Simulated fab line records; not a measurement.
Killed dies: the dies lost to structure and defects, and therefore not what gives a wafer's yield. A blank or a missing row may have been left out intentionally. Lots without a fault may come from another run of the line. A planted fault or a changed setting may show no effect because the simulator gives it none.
Matching of chambers :: flow nand-harc :: rie-diel-04 running NHARC_A_CONTACT_ETCH_110: 4 sister chambers
The step etches the open film in CF4/O2, target depth 50 nm, overetch 5 nm, time 27.5 s. 8 wafers are shown with their chamber, then 7 later ones without.

## WAFERS, EACH WITH ITS CHAMBER
wafer: L074.3
chamber: 2
drypump-motor-current-A (A): 5.2
rf-vpp-V (V): 197.1

wafer: L075.2
chamber: 2
drypump-motor-current-A (A): 5.3
rf-vpp-V (V): 198.9

wafer: L081.3
chamber: 0
drypump-motor-current-A (A): 6.4
rf-vpp-V (V): 198.1

wafer: L082.2
chamber: 3
drypump-motor-current-A (A): 4.9
rf-vpp-V (V): 195.0

wafer: L082.3
chamber: 1
drypump-motor-current-A (A): 5.3
rf-vpp-V (V): 196.2

wafer: L082.5
chamber: 3
drypump-motor-current-A (A): 4.9
rf-vpp-V (V): 196.4

wafer: L089.1
chamber: 1
drypump-motor-current-A (A): 5.3
rf-vpp-V (V): 195.7

wafer: L089.2
chamber: 0
drypump-motor-current-A (A): 6.4
rf-vpp-V (V): 197.7

## WAFERS MISSING THEIR CHAMBER
wafer: L089.3
drypump-motor-current-A (A): 4.9
rf-vpp-V (V): 196.0

wafer: L096.2
drypump-motor-current-A (A): 4.9
rf-vpp-V (V): 197.9

wafer: L096.3
drypump-motor-current-A (A): 6.4
rf-vpp-V (V): 198.1

wafer: L096.6
drypump-motor-current-A (A): 6.4
rf-vpp-V (V): 198.6

wafer: L097.1
drypump-motor-current-A (A): 5.3
rf-vpp-V (V): 195.8

wafer: L097.2
drypump-motor-current-A (A): 6.4
rf-vpp-V (V): 196.1

wafer: L097.4
drypump-motor-current-A (A): 4.9
rf-vpp-V (V): 196.3

## EACH ONE'S CHAMBER
wafer: L089.3
from the rows above: 3
in truth: 3

wafer: L096.2
from the rows above: 3
in truth: 3

wafer: L096.3
from the rows above: 0
in truth: 0

wafer: L096.6
from the rows above: 0
in truth: 0

wafer: L097.1
from the rows above: 1
in truth: 1

wafer: L097.2
from the rows above: 0
in truth: 0

wafer: L097.4
from the rows above: 3
in truth: 3
Correctly placed: 7 of 7. Left unplaced by these rows: 0. Placed wrongly: 0.
How it was worked out, from the rows above alone: a wafer's distance from a chamber is the root of the sum, over the readings, of the square of ((its reading less the chamber's mean) divided by the reading's scatter). The wafer belongs to the nearest chamber; if the next one is less than 2 further off, it can't be placed. For every chamber, the mean is computed from those of its wafers that are shown. The scatter: take each reading less its chamber's mean, square it, sum over the shown wafers, divide by the number of wafers less the number of chambers, and take the root.
